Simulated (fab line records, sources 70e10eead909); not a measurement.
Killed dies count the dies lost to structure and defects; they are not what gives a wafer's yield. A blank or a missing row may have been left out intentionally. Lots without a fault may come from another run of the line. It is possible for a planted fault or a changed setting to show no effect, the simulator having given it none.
fab line records    flow nand-harc
record: lots: 12  wafers: 36  last-day: 25
route steps=1159 shown A_WL_FILL@833 A_CONTACT@842 END@1159
lots untouched by any fault: they come from a run of this same line in which no faults occurred
start-h: hours from the record's first day to the start of the lot's first wafer shown    wait-h: time in hours since the lot's previous step    " as in the row above    L1.1+2: several wafers, shown together as one row    - no value, or no start given    * or withheld: withheld    < > ~ a bound
route shown NAME@n: a module of which the file shows steps, and the number in the route of the first    usual: mean and standard deviation over wafers with no fault    same: alike in all rows    chamber/n: place in a boat    sites: readings site by site    _std_site: the values' standard deviation    _edge_site: outer sites' mean less inner sites'    radius-mm: how far each site lies from the wafer's centre    mask NAME#n: copy n    behind: tool/chamber where the wafer was last shaped    hold: the reason the lot was held/the length of the hold in hours/how it ended    device: transistor that didn't switch, given as n, p or np    end of line: tests run on the same wafers once the route is complete    a step without rows: its recipe alone    killed: dies that structure and defects cost at the first sort, which is not the same as the wafer's yield    map: a wafer's dies, marking killed ones x, the rest . and places with no die _
set.NAME: the setting as run; set.NAME@STEP: as run at that earlier step    model.NAME: the simulator's own value behind a step, which no gauge read
the route's steps for a sample of lots (tables are steps, rows are wafers)
services: from which hour (start-h, from the record's first day; less than 0 if before it) a tool's chamber was out of use, for how many hours, and why
== steps ==
step: NHARC_A_WL_FILL_CVD_20
recipe: target-thk-a: 750  temp-c: 300  pressure-torr: 40  wf6-flow-sccm: 40  h2-flow-sccm: 1600  ar-flow-sccm: 1560  time-s: 5064  material: W
usual: heater-power-w: 479/28  susceptor-temp-C: 299.97/0.18  throttle-valve-pct: 8.00/0.2
same: time-s: 5064
lot.wafer  tool      chamber  start-h  wait-h  heater-power-w  susceptor-temp-C  throttle-valve-pct
L264.1     cvd-w-02  0        -        -       496             299.89            8.13
L264.4     "         1        "        "       442             299.86            8.31
L264.5     "         0        "        "       485             300.00            8.11
L265.2     cvd-w-02  1        -        -       441             299.77            7.94
L265.4     "         0        "        "       486             299.90            8.09
L265.6     "         1        "        "       445             299.85            8.11
L268.3     cvd-w-01  0        -        -       489             300.22            7.55
L268.4     "         1        "        "       504             300.15            8.04
L268.5     "         0        "        "       500             300.17            8.04
L269.2     cvd-w-02  1        -        -       434             300.12            8.24
L269.3     "         0        "        "       508             299.86            8.26
L269.5     "         0        "        "       504             299.86            8.14
L270.2     cvd-w-01  0        -        -       499             300.24            7.68
L270.1     "         1        "        "       505             299.77            8.07
L270.3     "         1        "        "       517             299.56            8.25
L271.1     cvd-w-01  1        -        -       498             299.90            8.00
L271.4     "         0        "        "       507             300.02            8.01
L271.6     "         1        "        "       524             299.85            8.15
L274.1     cvd-w-02  1        -        -       437             300.03            8.00
L274.4     "         1        "        "       433             299.55            7.96
L274.6     "         1        "        "       442             299.87            8.05
L278.3     cvd-w-02  0        -        -       481             299.85            8.06
L278.4     "         1        "        "       441             299.59            7.98
L278.5     "         0        "        "       475             299.96            7.98
L281.2     cvd-w-01  0        -        -       484             300.16            7.83
L281.4     "         1        "        "       500             300.07            8.02
L281.6     "         1        "        "       528             299.73            8.16
L285.2     cvd-w-02  1        -        -       445             300.35            7.99
L285.5     "         1        "        "       443             300.06            8.22
L285.6     "         1        "        "       444             300.23            7.95
L287.4     cvd-w-01  1        -        -       499             -                 7.81
L287.3     "         0        "        "       480             -                 7.70
L287.6     "         0        "        "       483             -                 7.72
L286.4     cvd-w-01  1        -        -       521             299.96            8.17
L286.3     "         0        "        "       481             299.97            7.39
L286.5     "         0        "        "       483             300.04            7.81
step: NHARC_A_WL_FILL_CMP_12
recipe: t-overpolish-s: 30  target-thk-nm: 75
usual: motor-current-A: 12.4/1.4  overpolish-run-s: 30.000/0.009  time-to-endpoint-s: 15.6/1.9
lot.wafer  tool    chamber  start-h  wait-h  motor-current-A  overpolish-run-s  time-to-endpoint-s
L264.1     cmp-02  1        359.31   3.6     13.6             29.993            17.2
L264.4     "       3        "        "       10.9             30.002            17.2
L264.5     "       1        "        "       13.1             29.993            13.9
L265.4     cmp-04  3        371.98   2.2     10.6             30.004            13.5
L265.2     "       0        "        "       12.0             29.995            16.2
L265.6     "       3        "        "       10.9             30.004            12.6
L268.3     cmp-02  1        372.41   2.9     13.4             29.997            14.3
L268.4     "       2        "        "       12.1             30.002            15.1
L268.5     "       1        "        "       13.8             30.008            17.0
L269.2     cmp-04  2        383.45   3.6     11.8             30.012            15.4
L269.3     "       3        "        "       10.8             29.999            13.5
L269.5     "       2        "        "       11.1             29.987            14.4
L270.1     cmp-04  3        386.36   3.6     10.0             30.032            13.0
L270.3     "       0        "        "       12.0             30.003            16.4
L270.2     "       1        "        "       14.3             29.984            13.0
L271.1     cmp-01  2        400.69   3.6     13.2             29.994            18.0
L271.4     "       3        "        "       10.7             29.998            18.2
L271.6     "       3        "        "       10.9             30.009            17.4
L274.1     cmp-02  1        416.33   7.9     14.0             30.010            16.9
L274.4     "       2        "        "       12.7             30.002            17.7
L274.6     "       1        "        "       13.4             30.007            16.5
L278.3     cmp-04  2        452.75   2.9     11.2             29.989            16.8
L278.4     "       3        "        "       10.4             29.991            16.9
L278.5     "       3        "        "       10.2             30.004            17.0
L281.4     cmp-01  0        458.09   2.2     15.3             29.995            15.6
L281.2     "       1        "        "       11.9             30.002            16.1
L281.6     "       3        "        "       11.1             29.996            13.3
L285.2     cmp-04  0        492.18   6.4     12.1             29.998            14.7
L285.6     "       0        "        "       13.0             29.986            16.1
L285.5     "       1        "        "       12.7             29.999            16.5
L287.4     cmp-01  0        501.44   2.9     14.1             29.995            17.0
L287.3     "       1        "        "       11.3             30.013            19.2
L287.6     "       1        "        "       12.0             29.990            16.4
L286.3     cmp-01  1        507.08   2.2     12.2             30.019            17.9
L286.4     "       3        "        "       10.8             29.989            15.8
L286.5     "       1        "        "       12.6             30.002            14.9
step: NHARC_A_CONTACT_DEP_28
recipe: target-thk-a: 36000  temp-c: 400  material: aC
usual: susceptor-temp-C: 399.99/0.22  throttle-valve-pct: 34.999/0.0084
lot.wafer  tool        chamber  start-h  wait-h  susceptor-temp-C  throttle-valve-pct
L264.1     acl-dep-01  0        360.76   0.1     -                 35.010
L264.4     "           0        361.85   1.2     -                 35.002
L264.5     "           0        "        "       -                 35.011
L265.2     acl-dep-03  0        376.22   3.2     -                 35.003
L265.4     "           0        "        "       -                 35.017
L265.6     "           0        "        "       -                 34.995
L268.3     acl-dep-02  0        376.92   3.4     -                 35.001
L268.4     "           0        "        "       -                 34.997
L268.5     "           0        "        "       -                 35.008
L269.2     acl-dep-01  0        384.95   0.4     399.95            34.994
L269.3     "           0        "        "       399.67            34.996
L269.5     "           0        "        "       399.97            34.995
L270.1     acl-dep-03  0        387.85   0.1     400.15            35.002
L270.2     "           0        "        "       399.83            35.001
L270.3     "           0        "        "       399.89            35.001
L271.1     acl-dep-02  0        401.82   0.1     399.79            34.992
L271.4     "           0        402.95   1.2     399.80            34.991
L271.6     "           0        "        "       399.72            34.982
L274.1     acl-dep-01  0        419.21   1.8     -                 34.982
L274.4     "           0        420.29   2.9     -                 35.005
L274.6     "           0        "        "       -                 35.008
L278.3     acl-dep-02  0        454.64   0.8     399.79            34.997
L278.4     "           0        "        "       400.12            34.993
L278.5     "           0        "        "       400.01            35.011
L281.2     acl-dep-02  0        464.03   4.9     -                 34.996
L281.4     "           0        "        "       -                 35.007
L281.6     "           0        "        "       -                 35.001
L285.2     acl-dep-03  0        493.71   0.4     400.10            34.991
L285.5     "           0        494.81   1.5     399.78            35.004
L285.6     "           0        "        "       400.22            34.994
L287.3     acl-dep-03  0        503.39   0.8     400.29            34.998
L287.4     "           0        "        "       400.21            35.001
L287.6     "           0        "        "       400.49            35.003
L286.3     acl-dep-03  0        509.41   1.3     399.78            34.982
L286.4     "           0        "        "       399.67            34.980
L286.5     "           0        "        "       399.83            34.988
step: NHARC_A_CONTACT_INSPECT_44
usual: raw-defect-count: 26/14
lot.wafer  tool               chamber  start-h  wait-h  raw-defect-count
L264.1     defect-inspect-02  -        363.82   0.0     9
L264.4     "                  -        "        "       8
L264.5     "                  -        "        "       16
L265.2     defect-inspect-01  -        379.13   0.0     31
L265.4     "                  -        "        "       40
L265.6     "                  -        "        "       39
L268.3     defect-inspect-02  -        379.33   0.0     5
L268.4     "                  -        "        "       5
L268.5     "                  -        "        "       5
L269.2     defect-inspect-02  -        387.76   0.0     26
L269.3     "                  -        "        "       42
L269.5     "                  -        "        "       28
L270.1     defect-inspect-01  -        390.95   0.0     13
L270.2     "                  -        "        "       11
L270.3     "                  -        "        "       13
L271.1     defect-inspect-01  -        404.82   0.0     11
L271.4     "                  -        "        "       11
L271.6     "                  -        "        "       17
L274.1     defect-inspect-02  -        422.21   0.0     31
L274.4     "                  -        "        "       25
L274.6     "                  -        "        "       33
L278.3     defect-inspect-02  -        456.99   0.0     355
L278.4     "                  -        "        "       296
L278.5     "                  -        "        "       315
L281.2     defect-inspect-01  -        466.72   0.0     308
L281.4     "                  -        "        "       355
L281.6     "                  -        "        "       365
L285.2     defect-inspect-01  -        496.41   0.0     26
L285.5     "                  -        "        "       25
L285.6     "                  -        "        "       41
L287.3     defect-inspect-02  -        505.76   0.0     39
L287.4     "                  -        "        "       40
L287.6     "                  -        "        "       34
L286.3     defect-inspect-01  -        511.79   0.0     35
L286.4     "                  -        "        "       39
L286.5     "                  -        "        "       43
step: NHARC_A_CONTACT_ETCH_113
recipe: source-w: withheld  pressure-mtorr: 20  bias-v: 3000  time-s: 94  target-depth-a: 9220  ar-flow-sccm: withheld  c4f8-flow-sccm: withheld  o2-flow-sccm: withheld  chemistry: C4F8/O2/Ar
same: time-s: 94
lot.wafer  tool             chamber  start-h  wait-h  rf-hours-counter-h
L264.1     har-cap-etch-01  1        365.43   0.1     58
L264.4     "                1        "        "       -
L264.5     "                0        "        "       -
L265.2     har-cap-etch-01  0        380.79   0.1     61
L265.4     "                0        "        "       -
L265.6     "                1        "        "       -
L268.3     har-cap-etch-03  0        381.39   0.1     -
L268.4     "                1        "        "       -
L268.5     "                0        "        "       -
L269.2     har-cap-etch-01  1        389.49   0.1     63
L269.3     "                1        "        "       -
L269.5     "                1        "        "       -
L270.2     har-cap-etch-02  1        392.68   0.1     14
L270.1     "                0        "        "       14
L270.3     "                1        "        "       -
L271.1     har-cap-etch-02  0        406.48   0.1     16
L271.4     "                1        "        "       -
L271.6     "                1        "        "       -
L274.1     har-cap-etch-02  0        423.89   0.1     19
L274.4     "                1        "        "       -
L274.6     "                0        "        "       -
L278.3     har-cap-etch-02  0        458.87   0.1     -
L278.4     "                1        "        "       -
L278.5     "                0        "        "       -
L281.2     har-cap-etch-02  1        468.44   0.1     27
L281.4     "                1        "        "       -
L281.6     "                0        "        "       -
L285.2     har-cap-etch-01  0        498.07   0.1     80
L285.6     "                1        "        "       -
L285.5     "                0        "        "       -
L287.4     har-cap-etch-01  0        507.41   0.1     -
L287.3     "                1        "        "       -
L287.6     "                1        "        "       -
L286.4     har-cap-etch-03  1        515.41   0.1     -
L286.3     "                0        "        "       -
L286.5     "                1        "        "       -
step: NHARC_END_SORT_01
recipe: temp-c: 25
usual: killed-at-array: 27/11  killed-at-other: 0.7/0.93  killed-at-periphery: 2.9/1.9  killed-dies: 30/11  killed-open: 3.1/1.7  killed-short: 1.9/1.3
same: gross-dies: 677
lot.wafer  tool       chamber  start-h  wait-h  killed-at-array  killed-at-other  killed-at-periphery  killed-dies  killed-open  killed-short
L268.3     prober-01  0        453.75   3.1     11               0                3                    14           4            3
L268.4     prober-01  0        454.54   3.4     8                0                3                    11           4            1
L268.5     prober-01  0        455.34   3.7     12               0                4                    16           5            3
L274.1     prober-01  0        490.04   2.5     30               0                0                    30           3            2
L274.4     prober-01  0        492.44   3.4     24               0                0                    24           2            3
L274.6     prober-01  0        494.04   4.0     37               0                0                    37           4            4
L278.3     prober-01  0        536.01   3.0     62               0                0                    62           1            2
L278.4     prober-01  0        536.80   3.4     60               0                0                    60           1            0
L278.5     prober-01  0        537.59   3.7     82               2                0                    84           1            4
L281.2     prober-02  0        550.49   2.8     66               2                2                    70           4            3
L281.4     prober-02  0        552.07   3.4     68               1                1                    70           2            2
L281.6     prober-02  0        553.65   3.9     84               1                3                    88           2            4
killed by level:class
L268.3 A_CONTACT:chamber-film-flake=3 P_M2:geometric-particle:open=2 A_ONON_D1:geometric-particle:short=2 A_STAIRCASE:chamber-film-flake=2 P_M1:geometric-particle:open=1 A_WL_FILL:geometric-particle:short=1 A_CONTACT:geometric-particle:open=1 A_CHANNEL_HOLE_D1:chamber-film-flake=1
L268.4 P_GATE:chamber-film-flake=2 P_CONTACT:geometric-particle:open=1 A_CHANNEL_HOLE_D1:geometric-particle:short=1 A_CHANNEL_HOLE_D1:geometric-particle:open=1 A_CONTACT:geometric-particle:open=1 A_M0:geometric-particle:open=1 A_CHANNEL_HOLE_D1:chamber-film-flake=1 A_STAIRCASE:chamber-film-flake=1
L268.5 A_ONON_D1:geometric-particle:short=2 P_GATE:chamber-film-flake=2 A_CHANNEL_HOLE_D1:chamber-film-flake=2 A_STAIRCASE:chamber-film-flake=2 P_CONTACT:geometric-particle:open=1 P_M2:geometric-particle:open=1 A_ONON_D1:geometric-particle:open=1 A_SGD_CUT:geometric-particle:open=1
L274.1 A_CHANNEL_HOLE_D1:chamber-film-flake=11 A_STAIRCASE:chamber-film-flake=9 A_CHANNEL_FILL_D1:geometric-particle:short=2 A_CONTACT:chamber-film-flake=2 A_ONON_D1:geometric-particle:open=1 A_CHANNEL_FILL_D1:geometric-particle:open=1 A_BLC:geometric-particle:open=1 A_CHANNEL_FILL_D1:chamber-film-flake=1
L274.4 A_CHANNEL_HOLE_D1:chamber-film-flake=10 A_STAIRCASE:chamber-film-flake=6 A_BLC:chamber-film-flake=2 A_CHANNEL_FILL_D1:geometric-particle:short=1 A_SGD_CUT:geometric-particle:short=1 A_WL_FILL:geometric-particle:open=1 A_CONTACT:geometric-particle:short=1 A_BLC:geometric-particle:open=1
L274.6 A_STAIRCASE:chamber-film-flake=13 A_CHANNEL_HOLE_D1:chamber-film-flake=12 A_CONTACT:geometric-particle:short=2 A_WL_FILL:chamber-film-flake=2 A_STAIRCASE:geometric-particle:short=1 A_SGD_CUT:geometric-particle:open=1 A_WL_FILL:geometric-particle:open=1 A_M0:geometric-particle:open=1
L278.3 A_CONTACT:unspecified=41 A_CHANNEL_HOLE_D1:chamber-film-flake=14 A_ZERO_WELL:chamber-film-flake=2 A_STAIRCASE:geometric-particle:short=1 A_WL_FILL:geometric-particle:short=1 A_CONTACT:geometric-particle:open=1 A_WL_FILL:chamber-film-flake=1 A_CONTACT:chamber-film-flake=1
L278.4 A_CONTACT:unspecified=40 A_CHANNEL_HOLE_D1:chamber-film-flake=18 A_CONTACT:geometric-particle:open=1 A_CONTACT:chamber-film-flake=1
L278.5 A_CONTACT:unspecified=41 A_CHANNEL_HOLE_D1:chamber-film-flake=21 A_CONTACT:chamber-film-flake=12 THIN_TSV:chamber-film-flake=2 A_SOURCE_PLATE:geometric-particle:short=1 A_ONON_D1:geometric-particle:open=1 A_CHANNEL_FILL_D1:geometric-particle:short=1 A_SGD_CUT:geometric-particle:short=1
L281.2 A_CONTACT:unspecified=37 A_CHANNEL_HOLE_D1:chamber-film-flake=13 A_SLIT:chamber-film-flake=11 A_SOURCE_PLATE:geometric-particle:short=2 A_CONTACT:geometric-particle:open=2 THIN_TSV:chamber-film-flake=2 P_GATE:geometric-particle:open=1 P_CONTACT:geometric-particle:open=1
L281.4 A_CONTACT:unspecified=34 A_CHANNEL_HOLE_D1:chamber-film-flake=18 A_SLIT:chamber-film-flake=11 P_STI:geometric-particle:short=1 A_ONON_D1:geometric-particle:open=1 A_WL_FILL:geometric-particle:open=1 A_M0:geometric-particle:short=1 A_SGD_CUT:chamber-film-flake=1
L281.6 A_CONTACT:unspecified=41 A_CHANNEL_HOLE_D1:chamber-film-flake=20 A_SLIT:chamber-film-flake=19 P_GATE:geometric-particle:short=1 P_CONTACT:geometric-particle:open=1 A_CHANNEL_HOLE_D1:geometric-particle:short=1 A_CHANNEL_HOLE_D1:geometric-particle:open=1 A_CHANNEL_FILL_D1:geometric-particle:short=1
== services ==
tool             chamber  start-h  hours  kind
cmp-04           -        331.62   1.4    repair
cmp-04           -        340.92   21.5   repair
cmp-01           -        344.03   1.0    repair
acl-dep-02       -        348.57   13.0   pm
cmp-02           -        361.66   7.2    repair
cmp-01           -        375.50   4.0    pm
cmp-02           -        379.25   0.4    repair
cvd-w-02         -        382.69   13.0   pm
cvd-w-02         0        382.69   13.0   vent-cycle
cvd-w-02         1        382.69   13.0   vent-cycle
cmp-04           -        399.16   4.0    pm
cmp-04           -        405.70   1.8    repair
acl-dep-03       -        407.06   13.0   pm
har-cap-etch-01  -        416.83   0.6    repair
cmp-02           -        422.51   4.0    pm
cmp-02           -        468.89   2.2    repair
cvd-w-01         1        472.73   8.5    repair
cmp-01           -        473.50   4.0    pm
acl-dep-01       -        475.34   13.0   pm
cvd-w-01         -        480.46   13.0   pm
cvd-w-02         0        480.54   4.4    repair
cmp-02           -        481.27   1.8    repair
har-cap-etch-03  -        492.53   0.7    repair
cmp-04           -        497.16   4.0    pm
== key ==
first-sign: step: NHARC_A_CONTACT_INSPECT_44  reading: raw-defect-count  direction: up  sigmas: 21  usual: 26  struck: 332
effect: step: NHARC_END_SORT_01  reading: killed-at-array  direction: up  sigmas: 4  usual: 27  struck: 70
more-kills-born-at: NHARC_A_CONTACT_DEP_28@acl-dep-02: 234
met-at NHARC_A_CONTACT_DEP_28
struck-lots L278,L281
tester-left-out L278,L281
not-acting-at NHARC_A_WL_FILL_CVD_20,NHARC_A_WL_FILL_CMP_12,NHARC_A_CONTACT_ETCH_113
onset-between 401.82 454.64
fault: kind: chamber-particle-source  tool: acl-dep-02  chamber: -  onset-h: 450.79  steps: NHARC_A_CONTACT_DEP_28  rate-per-visit-cm2: 0.4482  end-h: 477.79
tester-left-out: of these lots the tester's yield and bins aren't shown, on N5 and GAA mostly nor the transistor test; their killed dies are dies lost to structure and defects alone, not to doping, threshold or leakage, so they don't give the yield
